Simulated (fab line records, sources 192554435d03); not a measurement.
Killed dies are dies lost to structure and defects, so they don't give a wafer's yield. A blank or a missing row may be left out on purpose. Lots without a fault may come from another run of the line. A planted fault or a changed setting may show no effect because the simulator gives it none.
fab line records | flow n5_finfet
record lots=10 wafers=27 last_day=18
route steps=1938 shown BEOL_M1@774 BEOL_M4@1111 PASSIVATION@1936
lots that met no fault: from a run of the same line without faults
start_h: hours from the record's first day to the start of the lot's first wafer shown | wait_h: hours since the lot's step before | " the same as in the row above | L1.1+2: a row that stands for several wafers | - no value, or no start given | * or withheld: withheld | < > ~ a bound
route shown NAME@n: a module of which the file shows steps, and the number in the route of the first | usual: mean/standard deviation of fault-free wafers | same: alike in all rows | chamber/n: place in a boat | sites: the reading at each site | _std_site: their standard deviation | _edge_site: outer sites' mean less inner sites' | radius_mm: how far each site lies from the wafer's centre | mask NAME#n: copy n | behind: the tool/chamber that last shaped the wafer | hold: why the lot was held/for how many hours/how that ended | device: the transistor (n, p or np) that didn't switch | end of line: the same wafers' tests at the end of the route | a step without rows: its recipe alone | killed: dies lost to structure and defects at the first sort, not the wafer's yield | map: a wafer's dies, x killed, . not, _ none there
set.NAME: the setting as run; set.NAME@STEP: as run at that earlier step | model.NAME: the simulator's own value behind a step, which no gauge read
steps of the route over a sample of lots; a table a step, a row a wafer
services: from which hour (start_h, from the record's first day; less than 0 if before it) a tool's chamber was out of use, for how many hours, and why
## steps
# step N5_BEOL_M1_HM_OPEN_17
# recipe chemistry=Cl2/BCl3 target_depth_a=200 overetch_a=60 target=TiN mask_material=SOC ion_energy_ev=150 pressure_mtorr=10 icp_w=1000 bias_w=126 Cl2_flow_sccm=53.25 bcl3_flow_sccm=21.75 Ar_flow_sccm=25
# usual drypump_motor_current_A=6.05/0.3 mfc_cl2_sccm=53.23/0.15 oes_product_au=0.68/0.076 throttle_valve_pct=22.12/0.19
# columns lot.wafer tool chamber start_h wait_h drypump_motor_current_A mfc_cl2_sccm oes_product_au rf_hours_counter_h throttle_valve_pct
L135.3 rie_metal-02 0 137.44 0.1 6.13 53.21 0.78 - 22.10
L135.5 " 1 " " 6.17 53.00 0.78 - 22.34
L135.6 " 0 " " 6.09 53.35 0.78 - 22.07
L140.3 rie_metal-01 1 165.32 0.1 6.09 53.26 0.70 - 22.23
L140.5 " 1 " " 6.09 53.03 0.69 - 22.24
L140.6 " 1 " " 6.07 53.04 0.69 - 22.23
L142.4 rie_metal-02 0 179.57 0.1 6.12 53.24 0.76 - 22.11
L142.5 " 1 " " 6.17 53.04 0.75 - 22.36
L142.6 " 0 " " 6.13 53.36 0.75 - 22.12
L144.2 rie_metal-01 0 185.58 0.0 5.31 53.19 0.66 38 21.74
L144.3 " 1 " " 6.16 53.10 0.68 - 22.25
L144.5 " 0 " " 5.29 53.07 0.65 - 21.74
L147.2 rie_metal-02 0 205.35 0.0 6.13 53.11 0.74 13 22.12
L147.5 " 0 " " 6.11 53.22 0.73 - 22.13
L148.5 rie_metal-02 0 211.73 0.1 6.15 53.40 0.73 - 22.14
L148.6 " 1 " " 6.20 53.24 0.73 - 22.37
L150.3 rie_metal-01 1 223.97 0.1 6.09 53.17 0.67 - 22.24
L150.6 " 0 " " 5.27 53.33 0.65 - 21.74
L151.2 rie_metal-03 0 229.29 0.0 6.29 53.00 0.68 40 22.08
L151.3 " 1 " " 6.07 53.22 0.52 - 22.04
L151.6 " 1 " " 6.10 53.31 0.51 - 22.05
L153.1 rie_metal-03 0 247.42 0.0 6.31 53.00 0.68 42 22.07
L153.5 " 1 " " 6.04 53.01 0.53 - 22.03
L153.6 " 0 " " 6.31 53.11 0.68 - 22.07
L156.2 rie_metal-01 1 265.34 0.0 6.07 53.37 0.66 40 22.25
L156.3 " 1 " " 6.10 53.34 0.67 - 22.25
L156.5 " 0 " " 5.29 53.26 0.64 - 21.76
# step N5_BEOL_M1_OVL_MEAS_29
# recipe points_per_wafer=522
# usual V0_OVL=-0.3/0.72
# same points_per_wafer=522
# columns lot.wafer tool chamber start_h wait_h V0_OVL[nm]
L135.3 overlay-02 0 138.03 0.0 1.2
L135.5 " 0 " " 0.8
L135.6 " 0 " " -0.1
L140.3 overlay-01 0 165.89 0.0 0.1
L140.5 " 0 " " -1.6
L140.6 " 0 " " -0.9
L142.4 overlay-02 0 186.26 0.0 -0.8
L142.5 " 0 " " -1.5
L142.6 " 0 " " 1.1
L144.2 overlay-01 0 186.30 0.0 0.3
L144.3 " 0 " " -0.7
L144.5 " 0 " " -1.7
L147.2 overlay-02 0 206.01 0.0 0.0
L147.5 " 0 " " 1.2
L148.5 overlay-01 0 212.23 0.0 0.3
L148.6 " 0 " " 0.4
L150.3 overlay-01 0 224.60 0.0 0.2
L150.6 " 0 " " 1.4
L151.2 overlay-01 0 229.95 0.0 0.2
L151.3 " 0 " " 0.3
L151.6 " 0 " " 0.7
L153.1 overlay-01 0 248.08 0.0 -1.5
L153.5 " 0 " " -1.2
L153.6 " 0 " " 0.3
L156.2 overlay-01 0 266.00 0.0 0.2
L156.3 " 0 " " -0.1
L156.5 " 0 " " 0.1
# step N5_BEOL_M1_INSPECT_30
# recipe mode=adi inspect_instrument=brightfield
# usual raw_defect_count=390/98
# columns lot.wafer tool chamber start_h wait_h raw_defect_count
L135.3 defect_inspect-02 - 138.08 0.0 454
L135.5 " - " " 560
L135.6 " - " " 353
L140.3 defect_inspect-01 - 165.94 0.0 370
L140.5 " - " " 244
L140.6 " - " " 595
L142.4 defect_inspect-02 - 186.30 0.0 404
L142.5 " - " " 425
L142.6 " - " " 578
L144.2 defect_inspect-02 - 186.35 0.0 441
L144.3 " - " " 419
L144.5 " - " " 294
L147.2 defect_inspect-02 - 206.06 0.0 433
L147.5 " - " " 330
L148.5 defect_inspect-02 - 212.27 0.0 477
L148.6 " - " " 469
L150.3 defect_inspect-01 - 224.65 0.0 325
L150.6 " - " " 383
L151.2 defect_inspect-01 - 230.00 0.0 420
L151.3 " - " " 375
L151.6 " - " " 387
L153.1 defect_inspect-02 - 248.14 0.1 448
L153.5 " - " " 509
L153.6 " - " " 511
L156.2 defect_inspect-02 - 266.06 0.1 371
L156.3 " - " " 333
L156.5 " - " " 439
# step N5_BEOL_M1_VIA_ETCH_34
# recipe chemistry=C4F6/O2 target_depth_a=678 mask_material=SOC pressure_mtorr=15 ion_energy_ev=250 taper_deg=4 time_s=64.4 source_w=350 bias_w=170 Ar_flow_sccm=300 C4F6_flow_sccm=10 O2_flow_sccm=10
# usual drypump_motor_current_A=5.7/0.4 oes_o_777_au=0.77/0.074 oes_product_au=0.77/0.079 rf_vpp_V=667/12 run_length_s=87.8/0.39 showerhead_plenum_p_Torr=2.83/0.096 throttle_valve_pct=30.87/0.21
# columns lot.wafer tool chamber start_h wait_h drypump_motor_current_A oes_o_777_au oes_product_au rf_hours_counter_h rf_vpp_V run_length_s showerhead_plenum_p_Torr throttle_valve_pct
L135.3 rie_diel-03 3 140.94 0.0 5.5 0.73 0.72 173 654 87.6 2.94 30.60
L135.5 " 0 " " 5.9 0.82 0.88 - 692 87.2 2.78 30.61
L135.6 " 1 " " 5.7 0.78 0.79 - 682 87.5 2.87 30.67
L140.3 rie_diel-02 3 178.21 0.0 4.9 0.78 0.74 200 666 87.3 2.69 30.98
L140.5 " 2 " " 5.8 0.76 0.77 - 671 88.2 2.87 31.11
L140.6 " 1 " " 6.4 0.67 0.67 - 659 87.8 2.83 30.99
L142.4 rie_diel-04 2 190.13 0.0 5.8 0.72 0.73 167 652 88.3 2.84 30.79
L142.5 " 1 " " 5.2 0.66 0.67 - 676 88.3 2.94 31.18
L142.6 " 0 " " 5.5 0.71 0.69 - 656 87.3 2.71 30.99
L144.2 rie_diel-02 3 190.41 0.0 4.9 0.77 0.74 205 666 87.6 2.69 31.00
L144.3 " 1 " " 6.3 0.66 0.66 249 658 87.7 2.82 30.99
L144.5 " 2 " " 5.8 0.76 0.77 - 668 87.6 2.87 31.13
L147.2 rie_diel-02 2 207.45 0.0 5.8 0.75 0.77 148 669 88.1 2.86 31.15
L147.5 " 0 " " 5.7 0.97 0.97 - 668 92.8 2.90 30.58
L148.5 rie_diel-02 0 214.75 0.0 5.7 0.96 0.95 - 670 92.9 2.90 30.57
L148.6 " 3 " " 4.9 0.77 0.73 - 664 93.0 2.69 31.01
L150.3 rie_diel-02 2 233.28 0.0 5.8 0.75 0.75 157 669 87.6 2.86 31.14
L150.6 " 1 " " 6.3 0.94 0.96 - 658 92.8 2.82 30.82
L151.2 rie_diel-03 2 237.95 0.0 6.0 0.74 0.74 182 665 88.1 2.71 30.79
L151.3 " 0 " " 5.9 0.78 0.83 68 690 87.1 2.77 30.62
L151.6 " 0 " " 5.9 0.79 0.83 - 691 87.3 2.77 30.63
L153.1 rie_diel-03 1 251.71 0.0 5.7 0.75 0.76 162 681 88.3 2.85 30.73
L153.5 " 1 " " 5.7 0.75 0.76 - 682 87.9 2.85 30.72
L153.6 " 2 " " 6.0 0.73 0.74 - 665 88.4 2.71 30.81
L156.2 rie_diel-03 0 267.73 0.0 5.9 0.77 0.82 77 692 87.4 2.76 30.63
L156.3 " 3 " " 5.5 0.70 0.69 210 655 87.6 2.93 30.65
L156.5 " 3 " " 5.5 0.70 0.69 - 654 87.8 2.93 30.65
# step N5_BEOL_M4_RC_MEAS_101
# usual DIBL_N=36.0/1.8 DIBL_P=36.3/2.4 IOFF_N=0.16/0.035 IOFF_P=0.21/0.036 ION_N=673/13 ION_P=461/7.2 SS_N=71.4/0.6 SS_P=73.2/0.7 VT_N=250/4 VT_P=-250.9/2.9
# columns lot.wafer tool chamber start_h wait_h DIBL_N[mV/V] DIBL_P[mV/V] IOFF_N[nA/um] IOFF_P[nA/um] ION_N[uA/um] ION_P[uA/um] SS_N[mV/dec] SS_P[mV/dec] VT_N[mV] VT_P[mV]
L135.3 prober-01 0 191.50 0.3 36.3 37.4 0.17 0.21 683 462 71.5 73.8 248 -249.2
L135.5 " 0 " " 35.8 37.5 0.16 0.22 672 468 70.7 72.9 250 -247.8
L135.6 " 0 " " 38.5 40.0 0.23 0.26 702 475 71.8 73.9 245 -246.1
L140.3 prober-02 0 223.76 0.3 36.7 37.7 0.18 0.24 675 466 71.9 74.2 250 -244.6
L140.5 " 0 " " 36.1 36.2 0.16 0.20 673 461 71.7 74.1 252 -250.6
L140.6 " 0 " " 37.2 37.3 0.17 0.22 670 464 72.3 74.1 252 -246.3
L144.2 prober-01 0 227.39 0.2 35.3 35.9 0.13 0.21 668 464 70.6 73.9 255 -250.9
L144.3 " 0 " " 34.6 35.0 0.13 0.19 673 473 70.6 73.0 253 -252.9
L144.5 " 0 " " 32.8 32.3 0.10 0.15 657 458 70.4 71.3 259 -252.3
L142.4 prober-01 0 242.86 0.5 36.3 36.1 0.17 0.20 683 464 71.6 73.7 247 -252.8
L142.5 " 0 " " 36.3 36.3 0.16 0.20 686 464 71.9 73.7 249 -252.5
L142.6 " 0 " " 39.2 39.5 0.24 0.26 691 459 72.2 74.0 244 -249.3
L147.2 prober-02 0 250.14 0.2 35.4 34.5 0.16 0.22 674 466 71.8 73.3 249 -246.7
L147.5 " 0 " " 34.1 33.8 0.14 0.20 674 462 71.0 72.8 249 -249.5
L148.5 prober-02 0 264.98 0.6 34.1 35.2 0.12 0.16 658 452 70.2 72.8 256 -257.1
L148.6 " 0 " " 35.4 36.9 0.13 0.17 653 448 71.9 72.6 256 -255.8
L150.3 prober-02 0 280.20 0.3 35.5 37.7 0.18 0.22 683 467 70.6 73.8 247 -248.6
L150.6 " 0 " " 36.1 37.6 0.17 0.23 680 457 71.8 73.7 247 -248.3
L151.2 prober-01 0 286.77 0.2 37.1 38.5 0.16 0.23 678 465 71.7 73.3 251 -248.7
L151.3 " 0 " " 35.1 35.2 0.12 0.20 664 463 71.3 72.1 257 -251.2
L151.6 " 0 " " 37.7 38.7 0.17 0.24 680 470 71.9 73.4 250 -249.4
L153.1 prober-02 0 286.98 0.0 36.0 35.9 0.15 0.20 675 461 71.1 74.0 252 -250.9
L153.5 " 0 " " 33.0 32.7 0.11 0.16 668 459 70.9 73.1 253 -252.0
L153.6 " 0 " " 37.4 36.6 0.16 0.21 667 457 71.4 73.7 253 -251.4
L156.2 prober-01 0 318.44 0.2 37.2 37.1 0.16 0.21 673 457 71.4 73.4 250 -252.4
L156.3 " 0 " " 37.9 36.6 0.16 0.21 681 461 72.1 74.0 250 -252.9
L156.5 " 0 " " 39.3 38.0 0.20 0.25 687 464 72.2 73.7 247 -246.7
# step N5_PASSIVATION_PROBE_49
# usual defect_limited_yield=91.2/1.4 killed_at_M0_to_M3=35/11 killed_at_M4_up=14/5.6 killed_at_contacts=12/5.6 killed_at_front_end=38/11 killed_at_other=4/3.4 killed_dies=103/17 killed_open=68/12 killed_short=33/8.8 sort_bin_5_function=5.1/0.89 sort_bin_6_memory=3.3/0.71 sort_n_pass=1077/17 sort_yield_pct=91.2/1.4
# same gross_dies=1180 killed_at_back_side=0 sort_bin_4_leakage[%]=0 sort_bin_8_speed[%]=0
# columns lot.wafer tool chamber start_h wait_h defect_limited_yield[%] killed_at_M0_to_M3 killed_at_M4_up killed_at_contacts killed_at_front_end killed_at_other killed_dies killed_open killed_short sort_bin_5_function[%] sort_bin_6_memory[%] sort_n_pass sort_yield_pct[%]
L142.4 prober-02 - 347.16 0.2 90.8 38 15 6 40 10 109 59 50 4.6 4.1 1071 90.8
L142.5 prober-02 - 347.21 0.2 91.4 33 14 17 33 4 101 63 38 5.3 3.1 1079 91.4
L142.6 prober-02 - 347.26 0.3 91.9 32 14 9 38 3 96 58 34 4.7 2.7 1084 91.9
# killed by level:class
L142.4 BEOL_M1:geometric_particle:open=13 FIN_SAQP:geometric_particle:short=10 BEOL_M4:geometric_particle:open=7 FIN_SAQP:geometric_particle:open=6 BEOL_M3:geometric_particle:open=6 MOL_CONTACT_COAG:geometric_particle:open=5 BEOL_M1:geometric_particle:short=5 STARTING-WAFER:geometric_particle:short=5
L142.5 MOL_CONTACT_COAG:geometric_particle:open=15 FIN_SAQP:geometric_particle:short=11 BEOL_M0_SAQP:geometric_particle:short=5 BEOL_M0_SAQP:geometric_particle:open=5 BEOL_M1:geometric_particle:open=5 BEOL_M3:geometric_particle:open=5 FIN_SAQP:geometric_particle:open=4 BEOL_M2:geometric_particle:open=4
L142.6 FIN_SAQP:geometric_particle:open=8 BEOL_M2:geometric_particle:open=8 STARTING-WAFER:geometric_particle:short=8 MOL_CONTACT_COAG:geometric_particle:open=7 BEOL_M0_SAQP:geometric_particle:short=7 BEOL_M4:geometric_particle:open=6 BEOL_M0_SAQP:geometric_particle:open=5 FIN_SAQP:geometric_particle:short=4
## services
# columns tool chamber start_h hours kind
rie_diel-04 3 116.29 12.9 repair
rie_metal-02 - 121.53 2.8 pm
rie_metal-01 0 155.40 25.5 repair
rie_metal-03 - 162.48 0.4 repair
rie_diel-02 0 174.77 - clean
rie_diel-02 0 174.77 - consumable_replace:focus_ring
rie_diel-02 0 174.77 19.6 scheduled_down
rie_diel-02 0 174.77 19.6 vent_cycle
rie_diel-04 0 176.83 7.2 repair
rie_metal-03 - 177.06 1.4 pm
rie_diel-02 1 194.32 - clean
rie_diel-02 1 194.32 - consumable_replace:focus_ring
rie_diel-02 1 194.32 25.5 scheduled_down
rie_diel-02 1 194.32 25.5 vent_cycle
rie_diel-04 0 204.06 8.8 repair
rie_diel-04 1 225.88 - clean
rie_diel-04 1 225.88 - consumable_replace:focus_ring
rie_diel-04 1 225.88 31.8 scheduled_down
rie_diel-04 1 225.88 31.8 vent_cycle
rie_metal-02 - 233.82 14.6 pm
rie_diel-02 1 257.11 6.0 repair
rie_metal-03 1 261.15 - clean
rie_metal-03 1 261.15 22.9 scheduled_down
rie_metal-03 1 261.15 22.9 vent_cycle
## key
first_sign step=N5_BEOL_M1_VIA_ETCH_34 reading=run_length_s direction=up sigmas=13 usual=* struck=*
effect none on later readings
met_at N5_BEOL_M1_VIA_ETCH_34
struck_lots L147,L148,L150
struck_wafers L147.5,L148.5,L148.6,L150.6
not_acting_at N5_BEOL_M1_HM_OPEN_17,N5_BEOL_M1_OVL_MEAS_29,N5_BEOL_M1_INSPECT_30
onset_between 190.41 207.45
fault kind=process_parameter_drift tool=rie_diel-02 chamber=- onset_h=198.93 steps=N5_BEOL_M1_VIA_ETCH_34 channel=time_s offset=* shape=step end_h=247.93 scope=struck_wafers_only acts_in=* stated=*
